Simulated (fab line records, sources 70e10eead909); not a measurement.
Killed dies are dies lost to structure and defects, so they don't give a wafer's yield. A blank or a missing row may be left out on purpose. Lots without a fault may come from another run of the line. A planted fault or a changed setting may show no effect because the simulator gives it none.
fab line records | flow nand_harc
record lots=12 wafers=36 last_day=33
route steps=1302 shown A_STAIRCASE@701 END@1302
lots that met no fault: from a run of the same line without faults
start_h: hours from the record's first day to the start of the lot's first wafer shown | wait_h: hours since the lot's step before | " the same as in the row above | L1.1+2: a row that stands for several wafers | - no value, or no start given | * or withheld: withheld | < > ~ a bound
route shown NAME@n: a module of which the file shows steps, and the number in the route of the first | usual: mean/standard deviation of fault-free wafers | same: alike in all rows | chamber/n: place in a boat | sites: the reading at each site | _std_site: their standard deviation | _edge_site: outer sites' mean less inner sites' | radius_mm: how far each site lies from the wafer's centre | mask NAME#n: copy n | behind: the tool/chamber that last shaped the wafer | hold: why the lot was held/for how many hours/how that ended | device: the transistor (n, p or np) that didn't switch | end of line: the same wafers' tests at the end of the route | a step without rows: its recipe alone | killed: dies lost to structure and defects at the first sort, not the wafer's yield | map: a wafer's dies, x killed, . not, _ none there
set.NAME: the setting as run; set.NAME@STEP: as run at that earlier step | model.NAME: the simulator's own value behind a step, which no gauge read
steps of the route over a sample of lots; a table a step, a row a wafer
services: from which hour (start_h, from the record's first day; less than 0 if before it) a tool's chamber was out of use, for how many hours, and why
## steps
# step NHARC_A_STAIRCASE_TRIM_187
# recipe time_s=211.2 o2_flow_sccm=500 ar_flow_sccm=0 bias_w=0 chemistry=O2
# usual drypump_motor_current_A=6.0/0.34 oes_product_au=0.999/0.0074 rf_vpp_V=57.8/0.85 showerhead_plenum_p_Torr=3.54/0.14 throttle_valve_pct=17.036/0.0093
# columns lot.wafer tool chamber start_h wait_h drypump_motor_current_A oes_product_au rf_hours_counter_h rf_vpp_V showerhead_plenum_p_Torr throttle_valve_pct
L114.2 rie_diel-03 0 355.14 0.1 5.7 0.996 16 58.8 3.45 17.031
L114.4 " 3 " " 6.2 0.989 22 59.3 3.76 17.039
L114.5 " 1 " " 5.6 0.993 - 58.5 3.66 17.033
L117.1 rie_diel-03 1 394.64 0.1 5.6 0.993 34 56.9 3.65 17.046
L117.2 " 2 " " 6.4 0.991 33 57.9 3.40 17.037
L117.5 " 1 " " 5.6 0.993 - 59.3 3.65 17.036
L119.4 rie_diel-03 1 411.28 0.4 5.6 1.000 41 57.9 3.65 17.025
L119.1 " 2 " " 6.4 1.011 40 56.4 3.39 17.038
L119.3 " 0 " " 5.7 1.000 33 57.2 3.45 17.028
L120.3 rie_diel-03 0 415.59 0.1 5.7 0.981 35 56.6 3.44 17.044
L120.1 " 2 " " 6.5 1.000 42 57.6 3.39 17.055
L120.5 " 3 " " 6.2 0.986 - 58.4 3.75 17.036
L129.3 rie_diel-02 0 494.22 0.1 5.9 0.997 34 57.7 3.43 17.030
L129.6 " 0 " " 6.0 1.006 - 57.0 3.43 17.034
L129.5 " 1 " " 5.5 0.995 - 58.1 3.73 17.038
L128.3 rie_diel-08 1 494.66 0.1 5.7 1.010 39 57.2 3.42 17.034
L128.2 " 3 " " 6.1 1.000 43 58.8 3.72 17.017
L128.5 " 2 " " 6.2 1.016 - 56.7 3.56 17.025
L131.2 rie_diel-03 0 517.54 0.1 5.7 0.994 23 57.6 3.42 17.035
L131.6 " 2 " " 6.4 0.996 - 56.0 3.37 17.014
L131.5 " 3 " " 6.2 1.003 - 57.6 3.73 17.042
L132.4 rie_diel-02 0 537.30 0.1 6.0 1.001 42 57.3 3.43 17.043
L132.2 " 2 " " 6.6 0.994 27 57.8 3.62 17.037
L132.5 " 1 " " 5.5 0.998 - 58.4 3.73 17.049
L133.2 rie_diel-03 1 550.78 0.1 5.6 1.005 29 57.1 3.62 17.023
L133.1 " 0 " " 5.7 1.003 33 58.2 3.42 17.035
L133.5 " 1 " " 5.6 1.000 - 58.1 3.62 17.046
L135.4 rie_diel-08 1 562.94 0.1 5.7 1.006 2 57.4 3.41 17.050
L135.6 " 3 " " 6.0 1.001 - 59.8 3.71 17.020
L135.5 " 0 " " 6.4 1.002 - 57.3 3.43 17.033
L134.1 rie_diel-03 0 563.37 0.1 5.7 0.989 40 57.0 3.41 17.037
L134.3 " 1 " " 5.6 0.996 33 58.0 3.62 17.032
L134.5 " 3 " " 6.2 1.001 - 58.8 3.72 17.027
L136.2 rie_diel-03 2 577.15 0.1 6.5 0.994 35 57.4 3.36 17.031
L136.4 " 3 " " 6.2 1.007 39 57.6 3.72 17.047
L136.1 " 0 " " 5.7 0.996 46 56.9 3.41 17.040
# step NHARC_A_STAIRCASE_ETCH_188
# recipe target_depth_a=1000 time_s=40.5 ion_energy_ev=400 c4f8_flow_sccm=20 o2_flow_sccm=10 ar_flow_sccm=withheld rf_w=600 bias_w=1000 chemistry=C4F8/O2
# usual oes_product_au=0.940/0.012 rf_fwd_power_W=592.7/2.4 rf_vpp_V=896/5.1
# columns lot.wafer tool chamber start_h wait_h oes_product_au rf_fwd_power_W rf_hours_counter_h rf_vpp_V
L114.2 rie_diel-03 0 - - 0.947 591.5 16 893
L114.4 " 2 " " 0.956 590.0 23 892
L114.5 " 1 " " 0.944 596.6 - 902
L117.2 rie_diel-03 1 - - 0.922 591.1 34 900
L117.1 " 2 " " 0.927 586.3 34 890
L117.5 " 0 " " 0.922 591.4 - 894
L119.3 rie_diel-03 0 - - 0.919 593.0 33 893
L119.1 " 1 " " 0.925 594.3 41 900
L119.4 " 2 " " 0.923 590.3 40 892
L120.1 rie_diel-03 0 - - 0.939 589.2 35 894
L120.3 " 2 " " 0.958 589.1 42 890
L120.5 " 1 " " 0.948 594.0 - 901
L129.3 rie_diel-02 2 - - 0.934 593.0 16 898
L129.5 " 0 " " 0.942 592.2 - 892
L129.6 " 1 " " 0.928 592.8 - 904
L128.2 rie_diel-08 2 - - 0.963 594.3 43 897
L128.3 " 0 " " 0.953 592.7 38 891
L128.5 " 2 " " 0.956 597.3 - 897
L131.2 rie_diel-03 0 - - 0.929 590.9 23 891
L131.5 " 2 " " 0.928 590.4 - 891
L131.6 " 3 " " 0.937 589.9 - 903
L132.2 rie_diel-02 3 - - 0.942 589.9 39 887
L132.4 " 1 " " 0.942 594.9 37 904
L132.5 " 2 " " 0.950 593.1 - 899
L133.1 rie_diel-03 1 - - 0.949 593.3 29 900
L133.2 " 3 " " 0.969 589.9 26 904
L133.5 " 1 " " 0.951 596.6 - 902
L135.4 rie_diel-08 3 - - 0.927 593.7 1 902
L135.6 " 0 " " 0.935 591.9 - 892
L135.5 " 1 " " 0.943 593.9 - 891
L134.1 rie_diel-03 1 - - 0.955 593.5 33 899
L134.3 " 2 " " 0.952 589.6 30 891
L134.5 " 1 " " 0.964 597.1 - 899
L136.1 rie_diel-03 1 - - 0.934 597.3 38 899
L136.4 " 2 " " 0.937 591.3 35 889
L136.2 " 0 " " 0.947 587.3 46 892
# step NHARC_A_STAIRCASE_TRIM_191
# recipe time_s=211.2 o2_flow_sccm=500 ar_flow_sccm=0 bias_w=0 chemistry=O2
# usual drypump_motor_current_A=6.0/0.34 oes_product_au=0.999/0.0079 rf_vpp_V=57.8/0.89 showerhead_plenum_p_Torr=3.54/0.14 throttle_valve_pct=17.036/0.0092
# columns lot.wafer tool chamber start_h wait_h drypump_motor_current_A oes_product_au rf_hours_counter_h rf_vpp_V showerhead_plenum_p_Torr throttle_valve_pct
L114.4 rie_diel-03 1 - - 5.6 0.984 24 58.1 3.66 17.023
L114.2 " 0 " " 5.7 0.995 16 56.5 3.45 17.036
L114.5 " 2 " " 6.5 1.001 - 55.8 3.40 17.049
L117.1 rie_diel-03 3 - - 6.2 0.991 33 58.7 3.76 17.038
L117.2 " 1 " " 5.6 0.998 35 58.0 3.65 17.053
L117.5 " 0 " " 5.7 0.993 - 56.8 3.45 17.046
L119.4 rie_diel-03 1 - - 5.6 0.998 42 58.0 3.65 17.045
L119.3 " 3 " " 6.2 0.994 40 58.8 3.75 17.040
L119.1 " 0 " " 5.7 0.988 34 56.8 3.44 17.036
L120.3 rie_diel-03 0 - - 5.7 0.993 35 59.6 3.44 17.035
L120.1 " 3 " " 6.2 0.994 41 59.4 3.75 17.047
L120.5 " 1 " " 5.6 0.994 - 58.4 3.65 17.027
L128.2 rie_diel-08 3 - - 6.0 1.003 43 57.1 3.72 17.032
L128.3 " 0 " " 6.4 1.000 38 56.1 3.44 17.036
L128.5 " 3 " " 6.0 0.998 - 58.0 3.72 17.029
L129.3 rie_diel-02 1 - - 5.5 1.001 26 58.9 3.73 17.037
L129.5 " 1 " " 5.5 1.013 - 58.3 3.73 17.045
L129.6 " 2 " " 6.6 1.006 - 58.5 3.62 17.049
L131.2 rie_diel-03 0 - - 5.7 1.008 23 58.3 3.42 17.038
L131.6 " 2 " " 6.5 1.009 - 57.3 3.37 17.039
L131.5 " 3 " " 6.2 1.017 - 57.7 3.73 17.022
L132.4 rie_diel-02 2 - - 6.6 0.982 27 58.3 3.62 17.044
L132.2 " 0 " " 5.9 1.004 43 57.9 3.43 17.022
L132.5 " 1 " " 5.4 1.006 - 58.2 3.73 17.035
L133.2 rie_diel-03 3 - - 6.2 0.999 26 57.8 3.72 17.037
L133.1 " 1 " " 5.6 0.992 29 57.6 3.62 17.030
L133.5 " 0 " " 5.7 0.991 - 58.2 3.42 17.040
L135.4 rie_diel-08 3 - - 6.1 1.002 2 59.2 3.71 17.031
L135.6 " 3 " " 6.0 0.997 - 58.2 3.71 17.034
L135.5 " 0 " " 6.4 0.997 - 57.9 3.43 17.035
L134.1 rie_diel-03 3 - - 6.2 1.008 33 57.9 3.72 17.023
L134.3 " 1 " " 5.6 0.996 33 57.6 3.62 17.025
L134.5 " 0 " " 5.7 0.998 - 56.4 3.41 17.017
L136.1 rie_diel-03 1 - - 5.6 1.005 38 57.2 3.62 17.032
L136.4 " 3 " " 6.2 0.986 39 58.6 3.72 17.034
L136.2 " 0 " " 5.7 0.998 47 57.2 3.41 17.028
# step NHARC_A_STAIRCASE_ETCH_192
# recipe target_depth_a=1000 time_s=40.5 ion_energy_ev=400 c4f8_flow_sccm=20 o2_flow_sccm=10 ar_flow_sccm=withheld rf_w=600 bias_w=1000 chemistry=C4F8/O2
# usual oes_product_au=0.942/0.0092 rf_fwd_power_W=592.6/2.5 rf_vpp_V=896/5.2
# columns lot.wafer tool chamber start_h wait_h oes_product_au rf_fwd_power_W rf_hours_counter_h rf_vpp_V
L114.4 rie_diel-03 2 355.77 - 0.947 589.4 23 890
L114.2 " 3 " " 0.952 592.3 22 903
L114.5 " 2 " " 0.947 587.8 - 890
L117.2 rie_diel-03 2 396.25 - 0.945 588.3 35 890
L117.1 " 0 " " 0.929 590.3 28 893
L117.5 " 2 " " 0.934 588.3 - 892
L119.3 rie_diel-03 2 412.93 - 0.856 494.5 42 890
L119.4 " 3 " " 0.855 496.0 40 906
L119.1 " 1 " " 0.850 501.0 42 901
L120.3 rie_diel-03 2 416.20 - 0.856 490.7 43 890
L120.1 " 3 " " 0.860 495.4 41 904
L120.5 " 1 " " 0.838 501.8 - 900
L128.3 rie_diel-08 0 495.27 - 0.940 592.1 38 893
L128.2 " 1 " " 0.944 593.9 40 893
L128.5 " 1 " " 0.950 593.1 - 890
L129.3 rie_diel-02 2 495.42 - 0.937 592.5 17 899
L129.6 " 1 " " 0.941 595.3 - 904
L129.5 " 2 " " 0.939 594.5 - 901
L131.2 rie_diel-03 1 518.14 - 0.946 595.9 21 899
L131.6 " 3 " " 0.941 590.2 - 903
L131.5 " 0 " " 0.938 591.0 - 891
L132.2 rie_diel-02 2 537.94 - 0.941 594.2 27 899
L132.4 " 1 " " 0.948 593.6 37 903
L132.5 " 2 " " 0.943 592.0 - 899
L133.2 rie_diel-03 2 551.40 - 0.934 588.9 26 890
L133.1 " 1 " " 0.949 596.4 29 897
L133.5 " 3 " " 0.951 591.3 - 901
L135.4 rie_diel-08 2 563.54 - 0.968 596.8 2 898
L135.5 " 0 " " 0.940 592.3 - 893
L135.6 " 1 " " 0.953 593.3 - 892
L134.3 rie_diel-03 2 563.97 - 0.947 593.5 30 889
L134.1 " 3 " " 0.949 590.7 33 903
L134.5 " 3 " " 0.940 591.1 - 902
L136.1 rie_diel-03 0 577.83 - 0.946 589.5 47 894
L136.4 " 1 " " 0.936 593.4 38 899
L136.2 " 2 " " 0.926 589.3 35 889
# step NHARC_END_SORT_01
# recipe temp_c=25
# usual killed_at_array=59/19 killed_at_other=0.6/0.85 killed_at_periphery=3.8/2.5 killed_dies=64/19 killed_open=3.3/1.8 killed_short=2.2/1.6
# same gross_dies=677
# columns lot.wafer tool chamber start_h wait_h killed_at_array killed_at_other killed_at_periphery killed_dies killed_open killed_short
L117.1 prober-02 0 596.01 2.5 64 0 2 66 3 2
L117.2 prober-02 0 596.80 2.8 74 2 2 78 1 5
L117.5 prober-02 0 599.19 3.7 62 0 7 69 1 3
L120.1 prober-02 0 605.90 2.5 59 0 3 62 6 4
L120.3 prober-02 0 607.50 3.1 64 0 2 66 6 1
L120.5 prober-02 0 609.09 3.7 48 0 2 50 5 1
L119.1 prober-01 0 617.01 2.5 72 0 7 79 3 3
L119.3 prober-01 0 618.60 3.1 74 0 2 76 2 2
L119.4 prober-01 0 619.40 3.4 67 0 9 76 8 2
L129.3 prober-01 0 701.90 3.1 68 0 2 70 3 0
L129.5 prober-01 0 703.50 3.7 75 0 2 77 1 2
L129.6 prober-01 0 704.31 4.0 69 2 5 76 3 5
L128.2 prober-02 0 707.96 2.8 41 0 2 43 3 2
L128.3 prober-02 0 708.76 3.1 39 0 3 42 2 1
L128.5 prober-02 0 710.38 3.7 32 0 2 34 1 2
L131.2 prober-01 0 728.35 2.8 77 3 2 82 2 2
L131.5 prober-01 0 730.71 3.7 72 1 0 73 2 0
L131.6 prober-01 0 731.50 3.9 71 1 4 76 1 0
# killed by level:class
L117.1 A_SLIT:chamber_film_flake=27 A_CHANNEL_HOLE_D2:chamber_film_flake=27 A_CONTACT:chamber_film_flake=3 P_STI:chamber_film_flake=2 A_DECK1_JOINT:chamber_film_flake=2 A_CHANNEL_FILL_D1:geometric_particle:open=1 A_ONON_D2:geometric_particle:open=1 A_CHANNEL_HOLE_D2:geometric_particle:open=1
L117.2 A_CHANNEL_HOLE_D2:chamber_film_flake=37 A_SLIT:chamber_film_flake=23 A_DECK1_JOINT:chamber_film_flake=4 P_STI:chamber_film_flake=2 A_CHANNEL_HOLE_D1:chamber_film_flake=2 A_CHANNEL_FILL_D1:geometric_particle:short=1 A_DECK1_JOINT:geometric_particle:short=1 A_CHANNEL_FILL_D2:geometric_particle:open=1
L117.5 A_SLIT:chamber_film_flake=29 A_CHANNEL_HOLE_D2:chamber_film_flake=21 P_STI:chamber_film_flake=7 A_STAIRCASE:chamber_film_flake=3 A_ONON_D1:geometric_particle:short=2 A_CHANNEL_HOLE_D1:chamber_film_flake=2 A_CONTACT:chamber_film_flake=2 A_SOURCE_PLATE:geometric_particle:short=1
L120.1 A_CHANNEL_HOLE_D1:chamber_film_flake=35 A_CHANNEL_HOLE_D2:chamber_film_flake=10 A_CONTACT:chamber_film_flake=4 A_M0:geometric_particle:open=2 P_CONTACT:geometric_particle:open=1 A_ONON_D1:geometric_particle:open=1 A_CHANNEL_HOLE_D1:geometric_particle:short=1 A_CHANNEL_FILL_D2:geometric_particle:short=1
L120.3 A_CHANNEL_HOLE_D1:chamber_film_flake=34 A_CHANNEL_HOLE_D2:chamber_film_flake=12 A_CONTACT:chamber_film_flake=4 A_M0:chamber_film_flake=4 A_SLIT:chamber_film_flake=2 A_ONON_D1:geometric_particle:short=1 A_CHANNEL_HOLE_D1:geometric_particle:open=1 A_DECK1_JOINT:geometric_particle:open=1
L120.5 A_CHANNEL_HOLE_D1:chamber_film_flake=26 A_CHANNEL_HOLE_D2:chamber_film_flake=12 A_M0:geometric_particle:open=2 A_SLIT:chamber_film_flake=2 A_CHANNEL_FILL_D1:geometric_particle:open=1 A_SGD_CUT:geometric_particle:open=1 A_WL_FILL:geometric_particle:short=1 A_WL_FILL:geometric_particle:open=1
L119.1 A_CHANNEL_HOLE_D2:chamber_film_flake=32 A_SLIT:chamber_film_flake=28 P_GATE:chamber_film_flake=6 A_CONTACT:chamber_film_flake=4 A_WL_FILL:geometric_particle:short=2 A_CHANNEL_HOLE_D1:chamber_film_flake=2 P_M0:geometric_particle:open=1 A_CHANNEL_HOLE_D2:geometric_particle:open=1
L119.3 A_CHANNEL_HOLE_D2:chamber_film_flake=36 A_SLIT:chamber_film_flake=23 A_CONTACT:chamber_film_flake=8 P_CONTACT:geometric_particle:open=1 A_SOURCE_PLATE:geometric_particle:open=1 A_CHANNEL_FILL_D1:geometric_particle:short=1 A_STAIRCASE:geometric_particle:short=1 P_GATE:chamber_film_flake=1
L119.4 A_SLIT:chamber_film_flake=28 A_CHANNEL_HOLE_D2:chamber_film_flake=21 A_CONTACT:chamber_film_flake=7 P_GATE:chamber_film_flake=4 A_CHANNEL_HOLE_D1:chamber_film_flake=3 P_M0:geometric_particle:open=2 A_CHANNEL_FILL_D2:geometric_particle:open=2 P_GATE:geometric_particle:open=1
L129.3 A_SLIT:chamber_film_flake=29 A_CHANNEL_HOLE_D1:chamber_film_flake=26 A_CONTACT:chamber_film_flake=6 A_CHANNEL_FILL_D2:chamber_film_flake=3 A_BLC:geometric_particle:open=2 P_CONTACT:geometric_particle:open=1 P_GATE:chamber_film_flake=1 A_ZERO_WELL:chamber_film_flake=1
L129.5 A_CHANNEL_HOLE_D1:chamber_film_flake=34 A_SLIT:chamber_film_flake=33 A_STAIRCASE:chamber_film_flake=2 A_CONTACT:chamber_film_flake=2 P_CONTACT:geometric_particle:short=1 A_CHANNEL_FILL_D1:geometric_particle:open=1 A_CONTACT:geometric_particle:short=1 P_GATE:chamber_film_flake=1
L129.6 A_SLIT:chamber_film_flake=33 A_CHANNEL_HOLE_D1:chamber_film_flake=21 A_STAIRCASE:chamber_film_flake=4 P_ZERO_WELL:chamber_film_flake=3 A_WL_FILL:chamber_film_flake=2 P_CONTACT:geometric_particle:short=1 P_M0:geometric_particle:open=1 A_ONON_D1:geometric_particle:short=1
L128.2 A_CHANNEL_HOLE_D2:chamber_film_flake=13 A_CHANNEL_HOLE_D1:chamber_film_flake=10 A_CONTACT:chamber_film_flake=6 A_SLIT:chamber_film_flake=2 A_WL_FILL:chamber_film_flake=2 A_ONON_D1:geometric_particle:short=1 A_CHANNEL_FILL_D1:geometric_particle:open=1 A_ONON_D2:geometric_particle:open=1
L128.3 A_CHANNEL_HOLE_D2:chamber_film_flake=18 A_CHANNEL_HOLE_D1:chamber_film_flake=9 A_CONTACT:chamber_film_flake=4 P_M0:chamber_film_flake=2 A_SLIT:chamber_film_flake=2 A_ONON_D1:geometric_particle:short=1 A_ONON_D1:geometric_particle:open=1 A_CONTACT:geometric_particle:open=1
L128.5 A_CHANNEL_HOLE_D2:chamber_film_flake=14 A_CHANNEL_HOLE_D1:chamber_film_flake=5 A_SLIT:chamber_film_flake=4 A_CHANNEL_FILL_D1:geometric_particle:short=1 A_ONON_D2:geometric_particle:short=1 A_CHANNEL_FILL_D2:geometric_particle:open=1 P_ZERO_WELL:chamber_film_flake=1 P_M0:chamber_film_flake=1
L131.2 A_CHANNEL_HOLE_D1:chamber_film_flake=35 A_CHANNEL_HOLE_D2:chamber_film_flake=21 A_SGD_CUT:chamber_film_flake=6 A_STAIRCASE:chamber_film_flake=3 A_CONTACT:chamber_film_flake=3 THIN_TSV:chamber_film_flake=3 A_SLIT:chamber_film_flake=2 A_CHANNEL_FILL_D2:chamber_film_flake=2
L131.5 A_CHANNEL_HOLE_D1:chamber_film_flake=29 A_CHANNEL_HOLE_D2:chamber_film_flake=19 A_SLIT:chamber_film_flake=6 A_WL_FILL:chamber_film_flake=5 A_SGD_CUT:chamber_film_flake=4 A_CONTACT:chamber_film_flake=3 A_STAIRCASE:chamber_film_flake=2 A_CHANNEL_HOLE_D2:geometric_particle:open=1
L131.6 A_CHANNEL_HOLE_D1:chamber_film_flake=25 A_CHANNEL_HOLE_D2:chamber_film_flake=22 P_ZERO_WELL:chamber_film_flake=4 A_SGD_CUT:chamber_film_flake=4 A_CONTACT:chamber_film_flake=4 A_CHANNEL_FILL_D2:chamber_film_flake=3 A_SLIT:chamber_film_flake=3 A_ZERO_WELL:chamber_film_flake=2
## services
# columns tool chamber start_h hours kind
rie_diel-02 3 337.15 5.8 repair
rie_diel-03 0 340.06 - clean
rie_diel-03 1 340.06 - clean
rie_diel-03 2 340.06 - clean
rie_diel-03 3 340.06 - clean
rie_diel-08 1 349.31 3.2 repair
rie_diel-02 3 353.28 2.9 repair
rie_diel-08 3 363.40 7.2 repair
rie_diel-03 0 364.56 - clean
rie_diel-08 - 368.69 9.0 pm
rie_diel-02 1 371.08 4.7 repair
rie_diel-03 0 373.60 1.3 repair
rie_diel-03 3 389.08 1.6 repair
rie_diel-02 - 393.70 9.0 pm
rie_diel-08 0 396.13 5.1 repair
rie_diel-02 1 440.14 22.0 repair
rie_diel-02 2 446.95 33.0 repair
rie_diel-03 1 453.94 20.0 repair
rie_diel-03 - 459.06 9.0 pm
rie_diel-02 3 477.35 3.9 repair
rie_diel-03 3 490.72 4.6 repair
rie_diel-03 - 503.76 0.7 repair
rie_diel-08 - 545.69 9.0 pm
rie_diel-02 - 570.70 9.0 pm
## key
first_sign step=NHARC_A_STAIRCASE_ETCH_192 reading=rf_fwd_power_W direction=down sigmas=38 usual=* struck=*
effect step=NHARC_A_STAIRCASE_ETCH_192 reading=oes_product_au direction=down sigmas=9.7 usual=0.942 struck=0.853
met_at NHARC_A_STAIRCASE_ETCH_192
struck_lots L119,L120
tester_left_out L119,L120
not_acting_at NHARC_A_STAIRCASE_TRIM_187,NHARC_A_STAIRCASE_ETCH_188,NHARC_A_STAIRCASE_TRIM_191
onset_between 396.25 412.93
fault kind=process_parameter_drift tool=rie_diel-03 chamber=- onset_h=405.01 steps=NHARC_A_STAIRCASE_ETCH_192 channel=rf_w offset=* shape=step end_h=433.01 acts_in=* stated=*
# tester_left_out: of these lots the tester's yield and bins aren't shown, on N5 and GAA mostly nor the transistor test; their killed dies are dies lost to structure and defects alone, not to doping, threshold or leakage, so they don't give the yield
